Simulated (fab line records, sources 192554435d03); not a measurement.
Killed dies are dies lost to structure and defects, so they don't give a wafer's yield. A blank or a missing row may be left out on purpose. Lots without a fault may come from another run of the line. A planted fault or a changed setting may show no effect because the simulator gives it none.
fab line records | flow n5_finfet
record lots=4 wafers=12 last_day=19
route steps=1938 shown MOL_CONTACT_COAG@551 BEOL_M4@1111
lots that met no fault: from a run of the same line without faults
start_h: hours from the record's first day to the start of the lot's first wafer shown | wait_h: hours since the lot's step before | " the same as in the row above | L1.1+2: a row that stands for several wafers | - no value, or no start given | * or withheld: withheld | < > ~ a bound
route shown NAME@n: a module of which the file shows steps, and the number in the route of the first | usual: mean/standard deviation of fault-free wafers | same: alike in all rows | chamber/n: place in a boat | sites: the reading at each site | _std_site: their standard deviation | _edge_site: outer sites' mean less inner sites' | radius_mm: how far each site lies from the wafer's centre | mask NAME#n: copy n | behind: the tool/chamber that last shaped the wafer | hold: why the lot was held/for how many hours/how that ended | device: the transistor (n, p or np) that didn't switch | end of line: the same wafers' tests at the end of the route | a step without rows: its recipe alone | killed: dies lost to structure and defects at the first sort, not the wafer's yield | map: a wafer's dies, x killed, . not, _ none there
set.NAME: the setting as run; set.NAME@STEP: as run at that earlier step | model.NAME: the simulator's own value behind a step, which no gauge read
lots at some steps of the route; a table a step, a row a wafer
services: from which hour (start_h, from the record's first day; less than 0 if before it) a tool's chamber was out of use, for how many hours, and why
## steps
# step N5_MOL_CONTACT_COAG_SPUTTER_130
# recipe material=Co target_thk_a=475 temp_c=25 chamber_pressure_pa=0.5 power_w=3000
# step N5_MOL_CONTACT_COAG_PRECLEAN_125
# recipe chemistry=DIW time_s=57.5 temp_c=23
# step N5_MOL_CONTACT_COAG_SRD_126
# recipe dry_time_s=32 dry=n2_spin spin_rpm=1500
# step N5_MOL_CONTACT_COAG_CMP_23
# recipe stop_on=SiO2 t_overpolish_s=1.5 post_cmp_clean=cu_alkaline down_force_psi=2 platen_rpm=50.289 pad_velocity_m_s=1.0006 target_thk_nm=0
# step N5_MOL_CONTACT_COAG_WET_ETCH_26
# recipe target=Co target_depth_nm=13
# step N5_MOL_CONTACT_COAG_WET_ETCH_116
# recipe chemistry=SC1-inhibited target_depth_nm=4.6 dry=ipa_marangoni rinse_time_s=30 rinse_temp_c=23
# step N5_MOL_CONTACT_COAG_ALD_27
# recipe material=SiOC target_thk_a=170 temp_c=400 ald_precursor_family=carbosiloxane ald_co_reactant=H2-plasma pulse_time_s=1.5 time_s=2720 purge_time_s=2 co_reactant_purge_time_s=2 ald_cycles=340 pressure_torr=2
# step N5_MOL_CONTACT_COAG_CMP_28
# recipe stop_on=SiNx t_overpolish_s=0.85 post_cmp_clean=alkaline_brush down_force_psi=4.15 platen_rpm=51.8 pad_velocity_m_s=1.0307 target_thk_nm=14.522
# step N5_MOL_CONTACT_COAG_ALD_123
# recipe material=SiNx target_thk_a=50 temp_c=400 ald_precursor_family=SiH2I2 ald_co_reactant=N2/H2-plasma pulse_time_s=1 purge_time_s=2 co_reactant_purge_time_s=2 ald_cycles=100 pressure_torr=2
# step N5_MOL_CONTACT_COAG_PECVD_31
# recipe material=SiO2 target_thk_a=460 temp_c=400 precursor=TEOS/O2 pressure_torr=6.5 rf_w=withheld teos_flow_sccm=withheld gas=O2 flow_sccm=2650 time_s=8.9
# columns lot.wafer tool chamber start_h wait_h model.SiO2_of_MOL_CONTACT_COAG_PECVD_31.thk_nm
L835.3 pecvd-02 0 109.82 0.3 46
L835.4 " 0 " " 47
L835.5 " 2 " " 45.8
L846.1 pecvd-02 1 173.79 0.3 31.6
L846.3 " 2 " " 45.2
L846.4 " 2 " " 45.6
L847.1 pecvd-02 0 189.88 0.3 32
L847.2 " 2 " " 44.6
L847.4 " 1 " " 45.8
L855.2 pecvd-01 1 228.76 0.3 46
L855.5 " 1 " " 47.4
L855.6 " 0 " " 46.6
# step N5_MOL_CONTACT_COAG_COAT_75
# recipe resist=SOC temp_c=250 time_s=60 spin_rpm=1500 resist_thk_nm=60
# step N5_MOL_CONTACT_COAG_COAT_76
# recipe resist=SiARC temp_c=220 time_s=60 spin_rpm=1500 resist_thk_nm=10
# step N5_MOL_CONTACT_COAG_COAT_77
# recipe resist=underlayer temp_c=205 time_s=60 spin_rpm=1500 resist_thk_nm=10
# step N5_MOL_CONTACT_COAG_COAT_78
# recipe resist=CAR-EUV spin_rpm=1500 resist_thk_nm=40
# step N5_MOL_CONTACT_COAG_EBR_80
# recipe solvent=PGMEA ebr_width_mm=1.5
# step N5_MOL_CONTACT_COAG_SOFTBAKE_79
# recipe temp_c=110 time_s=60 resist=CAR-EUV
# step N5_MOL_CONTACT_COAG_EXPOSE_81
# recipe mask_id=VG na=0.33 source_shape=annular sigma_inner=0.3 sigma_outer=0.7 polarization=unpolarized defocus_nm=0 dose_mj=59.5
# step N5_MOL_CONTACT_COAG_PEB_82
# recipe peb_temp_c=100 peb_time_s=60 resist=CAR-EUV
# step N5_MOL_CONTACT_COAG_DEVELOP_83
# recipe develop_time_s=30 developer=TMAH resist=CAR-EUV rinse_liquid=surfactant_rinse dry=air_spin dev_temp_c=23
# step N5_MOL_CONTACT_COAG_DESCUM_88
# recipe chemistry=O2 time_s=7 source_power_w=50 bias_power_w=20 pressure_mtorr=20 rf_frequency_hz=2.712e+07 temp_c=40 resist=CAR-EUV o2_flow_sccm=225
# step N5_MOL_CONTACT_COAG_ETCH_89
# recipe chemistry=N2/H2 target=underlayer target_depth_a=130 mask_material=CAR-EUV time_s=10.4 ion_energy_ev=200 pressure_mtorr=30 source_w=840 bias_w=150 n2_flow_sccm=200 h2_flow_sccm=200 ends=cleared
# step N5_MOL_CONTACT_COAG_ETCH_90
# recipe chemistry=CF4 target=SiARC target_depth_a=130 mask_material=CAR-EUV time_s=21.7 ion_energy_ev=80 pressure_mtorr=40 source_w=545 bias_w=36 Ar_flow_sccm=100 cf4_flow_sccm=100 ends=cleared
# step N5_MOL_CONTACT_COAG_ALD_131
# recipe material=SiO2 target_thk_a=50 temp_c=100 ald_precursor_family=BDEAS ald_co_reactant=O2-plasma pulse_time_s=1 co_reactant_pulse_time_s=1 purge_time_s=2 co_reactant_purge_time_s=2 ald_cycles=35 pressure_torr=2
# step N5_MOL_CONTACT_COAG_ETCHBACK_132
# recipe chemistry=CHF3 target=SiO2 target_depth_a=100 time_s=6.7 ion_energy_ev=200 pressure_mtorr=30 source_w=610 bias_w=170 Ar_flow_sccm=200 CHF3_flow_sccm=50
# step N5_MOL_CONTACT_COAG_ETCH_91
# recipe chemistry=N2/H2 target=SOC target_depth_a=600 overetch_a=210 mask_material=SiARC temp_c=40 time_s=101.2 ion_energy_ev=200 pressure_mtorr=30 source_w=840 bias_w=150 n2_flow_sccm=200 h2_flow_sccm=200
# step N5_MOL_CONTACT_COAG_STRIP_92
# recipe chemistry=N2/H2 temp_c=40 n2_flow_sccm=200 h2_flow_sccm=200 rf_frequency_hz=6e+07
# step N5_MOL_CONTACT_COAG_STRIP_93
# recipe chemistry=N2/H2 temp_c=40 n2_flow_sccm=200 h2_flow_sccm=200 rf_frequency_hz=6e+07
# step N5_MOL_CONTACT_COAG_ETCHBACK_135
# recipe chemistry=CHF3 target=SiO2 target_depth_a=250 time_s=16.7 ion_energy_ev=200 pressure_mtorr=30 source_w=610 bias_w=170 Ar_flow_sccm=200 CHF3_flow_sccm=50
# step N5_MOL_CONTACT_COAG_STRIP_118
# recipe chemistry=CHF3 resist=SiARC rf_frequency_hz=6e+07
# step N5_MOL_CONTACT_COAG_VIA_ETCH_46
# recipe chemistry=C4F6/O2 target_depth_a=460 overetch_a=92 mask_material=SOC target=SiO2 bias_w=455 pressure_mtorr=10 time_s=40 source_w=325 Ar_flow_sccm=300 C4F6_flow_sccm=10 O2_flow_sccm=10 ion_energy_ev=575.3 ends=end_point
# usual chamber_pressure_mTorr=10.001/0.009 drypump_motor_current_A=5.7/0.47 oes_product_au=0.69/0.075 rf_vpp_V=1578/24 showerhead_plenum_p_Torr=2.86/0.065 throttle_valve_pct=40.8/0.39
# columns lot.wafer tool chamber start_h wait_h chamber_pressure_mTorr drypump_motor_current_A oes_product_au rf_hours_counter_h rf_vpp_V showerhead_plenum_p_Torr throttle_valve_pct model.etch.depth_nm
L835.3 rie_diel-02 3 110.76 0.0 10.001 6.4 0.61 251 1568 2.66 40.7 46.05
L835.4 " 1 " " 10.004 5.0 0.65 - 1571 2.83 41.1 47.08
L835.5 " 3 " " 9.989 6.4 0.61 - 1568 2.66 40.7 45.83
L846.1 rie_diel-02 3 174.80 0.0 9.981 6.4 0.68 12 1595 2.99 39.9 31.64
L846.3 " 2 " " 9.997 5.8 0.76 43 1547 2.87 40.6 45.11
L846.4 " 1 " " 10.005 5.0 0.63 224 1572 2.82 41.1 45.55
L847.1 rie_diel-05 2 190.93 0.0 9.991 5.5 0.51 222 1591 2.82 40.6 31.93
L847.2 " 0 " " 10.003 6.2 0.63 172 1593 2.82 41.2 44.53
L847.4 " 1 " " 9.989 5.4 0.66 175 1568 2.80 40.8 45.82
L855.2 rie_diel-05 2 229.98 0.0 10.001 5.5 0.61 233 1593 2.82 40.8 46.02
L855.5 " 2 " " 10.003 5.5 0.62 - 1592 2.81 40.8 47.36
L855.6 " 1 " " 10.015 5.4 0.66 - 1567 2.80 40.8 46.68
# step N5_MOL_CONTACT_COAG_STRIP_96
# recipe chemistry=N2/H2 power_w=500 temp_c=40 pressure_mtorr=50 rf_frequency_hz=6e+07 overash_fraction=0.3 bias_power_w=28 h2_frac=0.5 n2_flow_sccm=300 h2_flow_sccm=300
# step N5_MOL_CONTACT_COAG_ETCH_47
# recipe chemistry=CH3F/O2 target=SiNx target_depth_a=270 mask_material=SiO2 stop_on=W over_etch_frac=0.2 ion_energy_ev=120 endpoint=OES-CN pressure_mtorr=30 source_w=395 bias_w=73 Ar_flow_sccm=150 CH3F_flow_sccm=30 O2_flow_sccm=20 ends=end_point
# step N5_MOL_CONTACT_COAG_STRIP_119
# recipe chemistry=N2/H2 time_s=30 power_w=1000 temp_c=250 pressure_mtorr=withheld n2_flow_sccm=1750 h2_flow_sccm=3250
# step N5_MOL_CONTACT_COAG_PRECLEAN_144
# recipe chemistry=alkaline_clean temp_c=60 time_s=60 do_ppb=50
# step N5_MOL_CONTACT_COAG_SRD_145
# recipe dry=ipa_marangoni time_s=30 temp_c=23 rinse_liquid=diw
# step N5_MOL_CONTACT_COAG_CMP_52
# recipe stop_on=SiO2 t_overpolish_s=1.5 post_cmp_clean=w_dilute_nh4oh down_force_psi=4 platen_rpm=50.289 pad_velocity_m_s=1.0006 target_thk_nm=66.5
# usual motor_current_A=12.0/1.1 pad_life_wafers=1228/580 platen_rpm=50.29/0.032 slurry_flow_ml_min=150.0/0.45
# columns lot.wafer tool chamber start_h wait_h motor_current_A pad_life_wafers platen_rpm slurry_flow_ml_min model.SiO2_of_MOL_CONTACT_COAG_PECVD_31.thk_nm
L835.4 cmp-04 0 113.24 0.0 12.0 1914 50.31 150.0 45
L835.3 " 2 " " 12.2 1916 50.29 149.8 44
L835.5 " 1 " " 11.9 - 50.29 150.6 43.8
L846.4 cmp-03 0 176.97 0.0 14.9 1740 50.30 149.9 43.6
L846.1 " 2 " " 11.8 1742 50.33 149.6 29.6
L846.3 " 3 " " 12.0 1743 50.32 149.7 43
L847.4 cmp-04 2 193.12 0.1 12.5 223 50.26 150.3 43.8
L847.2 " 3 " " 12.2 224 50.28 149.9 42.4
L847.1 " 0 " " 11.9 225 50.26 150.4 29.8
L855.2 cmp-02 3 232.50 0.2 12.7 1280 50.26 149.9 44
L855.5 " 1 " " 11.0 - 50.32 150.6 45.2
L855.6 " 2 " " 12.0 - 50.30 150.3 44.6
# step N5_MOL_CONTACT_COAG_THK_MEAS_53
# recipe reads=SiO2_of_MOL_CONTACT_COAG_PECVD_31
# usual VIA_MOL_THK=43.8/0.71
# columns lot.wafer tool chamber start_h wait_h VIA_MOL_THK[nm]
L835.3 film_metro-02 - 113.53 - 44.1
L835.4 " - " " 45.0
L835.5 " - " " 43.7
L846.1 film_metro-01 - 177.27 - 29.6
L846.3 " - " " 43.1
L846.4 " - " " 43.5
L847.1 film_metro-01 - 193.38 - 29.9
L847.2 " - " " 42.5
L847.4 " - " " 43.7
L855.2 film_metro-01 - 232.71 - 44.0
L855.5 " - " " 45.3
L855.6 " - " " 44.6
# step N5_BEOL_M4_RC_MEAS_101
# usual DIBL_N=36.0/1.6 DIBL_P=35.8/2 IOFF_N=0.152/0.03 IOFF_P=0.20/0.031 ION_N=670/12 ION_P=459/7.4 SS_N=71.5/0.56 SS_P=73.2/0.64 VT_N=251/3.5 VT_P=-252/3.3
# columns lot.wafer tool chamber start_h wait_h DIBL_N[mV/V] DIBL_P[mV/V] IOFF_N[nA/um] IOFF_P[nA/um] ION_N[uA/um] ION_P[uA/um] SS_N[mV/dec] SS_P[mV/dec] VT_N[mV] VT_P[mV]
L835.3 prober-02 0 206.24 0.3 36.2 35.8 0.151 0.18 681 468 71.5 73.4 250 -251
L835.4 " 0 " " 38.0 37.8 0.177 0.21 671 458 71.3 73.9 249 -250
L835.5 " 0 " " 33.7 33.6 0.120 0.16 676 465 70.2 73.0 254 -250
L846.1 prober-02 0 262.11 0.0 35.1 35.8 0.133 0.18 669 455 71.4 72.8 252 -254
L846.3 " 0 " " 38.1 39.6 0.190 0.22 668 454 72.8 73.3 247 -250
L846.4 " 0 " " 37.1 39.3 0.179 0.23 684 470 71.6 72.8 247 -251
L847.1 prober-01 0 284.98 0.0 35.6 37.0 0.171 0.22 673 462 71.0 73.1 249 -249
L847.2 " 0 " " 35.5 37.5 0.190 0.24 694 472 71.2 72.9 244 -248
L847.4 " 0 " " 32.2 33.5 0.124 0.17 666 460 70.4 72.0 250 -254
L855.2 prober-01 0 342.92 0.2 34.5 35.1 0.144 0.21 666 463 71.2 73.4 252 -252
L855.5 " 0 " " 34.5 33.8 0.140 0.19 667 457 71.4 72.7 251 -250
L855.6 " 0 " " 33.8 33.5 0.125 0.19 664 461 71.3 72.7 253 -250
## services
# columns tool chamber start_h hours kind
cmp-03 - 86.04 1.2 repair
cmp-04 - 91.55 4.4 repair
cmp-02 - 94.97 13.4 pm
pecvd-01 1 96.26 6.5 repair
rie_diel-02 2 98.10 16.2 repair
cmp-02 - 115.04 3.9 repair
rie_diel-05 3 118.81 5.5 repair
cmp-04 - 126.33 2.0 repair
cmp-04 - 131.62 7.0 repair
cmp-04 - 141.32 3.6 pm
cmp-04 - 148.68 4.0 pm
rie_diel-02 0 153.84 5.9 repair
cmp-04 - 155.04 0.3 repair
rie_diel-02 1 156.34 5.9 repair
pecvd-02 - 165.07 2.8 pm
cmp-04 - 168.52 5.7 pm
cmp-04 - 174.28 2.0 repair
rie_diel-02 0 190.66 4.0 repair
cmp-03 - 205.77 5.1 pm
cmp-03 - 211.24 3.4 pm
rie_diel-02 2 212.97 7.8 repair
cmp-03 - 215.43 0.8 repair
pecvd-01 2 215.87 20.5 repair
cmp-03 - 216.23 10.9 pm
## key
first_sign step=N5_MOL_CONTACT_COAG_THK_MEAS_53 reading=VIA_MOL_THK direction=down sigmas=20 usual=43.8 struck=29.7
effect none on later readings
model_effect step=N5_MOL_CONTACT_COAG_PECVD_31 value=SiO2_of_MOL_CONTACT_COAG_PECVD_31.thk_nm without=45.6 struck=31.8
model_effect step=N5_MOL_CONTACT_COAG_VIA_ETCH_46 value=etch.depth_nm without=45.56 struck=31.78
model_effect step=N5_MOL_CONTACT_COAG_CMP_52 value=SiO2_of_MOL_CONTACT_COAG_PECVD_31.thk_nm without=43.5 struck=29.7
met_at N5_MOL_CONTACT_COAG_PECVD_31
struck_wafers L846.1,L847.1
baseline_loss step=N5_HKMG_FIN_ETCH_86 wafers=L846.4
onset_between 109.82 173.79
fault kind=process_parameter_drift tool=pecvd-02 chamber=- onset_h=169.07 steps=N5_MOL_CONTACT_COAG_PECVD_31 channel=time_s offset=* shape=step end_h=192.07 scope=struck_wafers_only acts_in=* stated=*
# baseline_loss: these wafers lose ten dies or more at that step, a loss of the line's own and not of a fault; the sort's usual values leave them out
